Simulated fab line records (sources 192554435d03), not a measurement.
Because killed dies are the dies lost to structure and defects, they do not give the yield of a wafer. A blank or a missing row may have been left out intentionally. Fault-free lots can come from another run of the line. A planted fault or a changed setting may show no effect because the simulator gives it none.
The tool behind it: which one? -- flow n5_finfet -- 72 wafers from 24 lots sampled at 2 of the route's 1938 steps

WHAT THE GAUGES READ, wafer by wafer
N5_BEOL_M2_THK_MEAS_01. Usual: M2_ILD_THK gives 78.6 nm (standard deviation 1.2).
lot,measured,on,M2_ILD_THK (nm),flag
L074,day 6 18:01,film_metro-02,79.0 76.3 77.8,
L075,day 6 21:15,film_metro-02,79.7 79.8 79.3,
L076,day 6 23:59,film_metro-01,79.1 80.1 80.0,
L077,day 7 10:01,film_metro-02,75.8 78.2 77.4,
L078,day 7 15:55,film_metro-01,79.5 80.3 81.3,
L079,day 7 16:03,film_metro-02,78.8 78.8 81.2,
L080,day 7 21:58,film_metro-01,77.5 78.2 77.1,
L081,day 8 15:10,film_metro-02,77.1 77.4 77.8,
L082,day 8 18:51,film_metro-01,78.0 79.7 79.9,
L084,day 8 23:19,film_metro-02,77.0 76.7 77.4,
L083,day 9 01:11,film_metro-01,77.5 79.9 79.8,
L085,day 9 17:14,film_metro-01,77.7 79.1 78.6,
L086,day 10 02:02,film_metro-02,80.0 76.5 80.9,
L087,day 10 05:59,film_metro-01,78.4 80.6 79.6,
L088,day 10 07:50,film_metro-02,78.5 78.7 79.3,
L089,day 10 12:41,film_metro-01,78.2 79.0 80.5,
L091,day 10 17:49,film_metro-01,77.6 79.8 78.1,
L090,day 10 18:44,film_metro-01,76.6 78.5 77.1,
L092,day 11 03:00,film_metro-02,79.9 78.5 77.9,
L093,day 11 10:35,film_metro-01,77.7 79.5 79.5,
L094,day 11 16:08,film_metro-01,77.8 81.1 78.2,
L095,day 11 18:19,film_metro-01,78.7 77.0 79.6,
L097,day 12 09:20,film_metro-02,78.0 79.9 79.0,
L096,day 12 18:56,film_metro-01,77.2 77.1 76.8,

TOOL THAT RAN EACH LOT (tool first, then ch and the chambers of the sampled wafers, then the start)
lot,N5_BEOL_M1_SPUTTER_96
L074,"pvd_sputter-02, day 6 16:50"
L075,"pvd_sputter-03, day 6 20:01"
L076,"pvd_sputter-03, day 6 22:34"
L077,"pvd_sputter-02, day 7 08:50"
L078,"pvd_sputter-01, day 7 14:44"
L079,"pvd_sputter-02, day 7 14:46"
L080,"pvd_sputter-03, day 7 20:47"
L081,"pvd_sputter-03, day 8 13:57"
L082,"pvd_sputter-02, day 8 17:40"
L084,"pvd_sputter-03, day 8 22:08"
L083,"pvd_sputter-03, day 9 00:01"
L085,"pvd_sputter-02, day 9 16:02"
L086,"pvd_sputter-02, day 10 00:48"
L087,"pvd_sputter-01, day 10 04:47"
L088,"pvd_sputter-03, day 10 06:40"
L089,"pvd_sputter-02, day 10 11:28"
L091,"pvd_sputter-01, day 10 16:38"
L090,"pvd_sputter-03, day 10 16:56"
L092,"pvd_sputter-01, day 11 01:49"
L093,"pvd_sputter-01, day 11 09:24"
L094,"pvd_sputter-01, day 11 14:17"
L095,"pvd_sputter-01, day 11 17:08"
L097,"pvd_sputter-02, day 12 08:08"
L096,"pvd_sputter-03, day 12 17:45"
- N5_BEOL_M1_SPUTTER_96: material Cu, target thk 4.5 nm, time 8.29 s.

AS READ BY THE TOOLS THEMSELVES (means over the sampled wafers that have a number; for cases with no such wafer, the mark the record gives instead)
N5_BEOL_M1_SPUTTER_96. Usual: throttle_valve_pct 30.5 %, standard deviation 0.89.
lot,tool,throttle_valve_pct (%),flag
L074,pvd_sputter-02,30.2,
L075,pvd_sputter-03,30.2,
L076,pvd_sputter-03,31.7,
L077,pvd_sputter-02,30.2,
L078,pvd_sputter-01,30.3,
L079,pvd_sputter-02,30.5,
L080,pvd_sputter-03,30.3,
L081,pvd_sputter-03,30.0,
L082,pvd_sputter-02,30.5,
L084,pvd_sputter-03,30.2,
L083,pvd_sputter-03,29.3,
L085,pvd_sputter-02,30.4,
L086,pvd_sputter-02,30.5,
L087,pvd_sputter-01,30.8,
L088,pvd_sputter-03,30.9,
L089,pvd_sputter-02,30.5,
L091,pvd_sputter-01,31.0,
L090,pvd_sputter-03,29.3,
L092,pvd_sputter-01,31.0,
L093,pvd_sputter-01,30.8,
L094,pvd_sputter-01,30.8,
L095,pvd_sputter-01,31.0,
L097,pvd_sputter-02,30.5,
L096,pvd_sputter-03,31.1,

THE ANSWER, worked out from the rows above alone
Rule: lot off if the mean of its wafers having a number is beyond 3 standard deviations from the usual mean. Also off: a lot with no number at a reading for which 4 or more lots have one. Where the step has rows for the other lots, those lots are counted as sound. First the gauges in route order, then the tools' own readings, where a lot's mean is used as printed above. At the first step where some lot is off, the reading lying furthest off is the one used; lots without a number count as furthest.
None of the lots is off at any reading shown; this tells nothing.

WHAT THE SIMULATOR PUT IN
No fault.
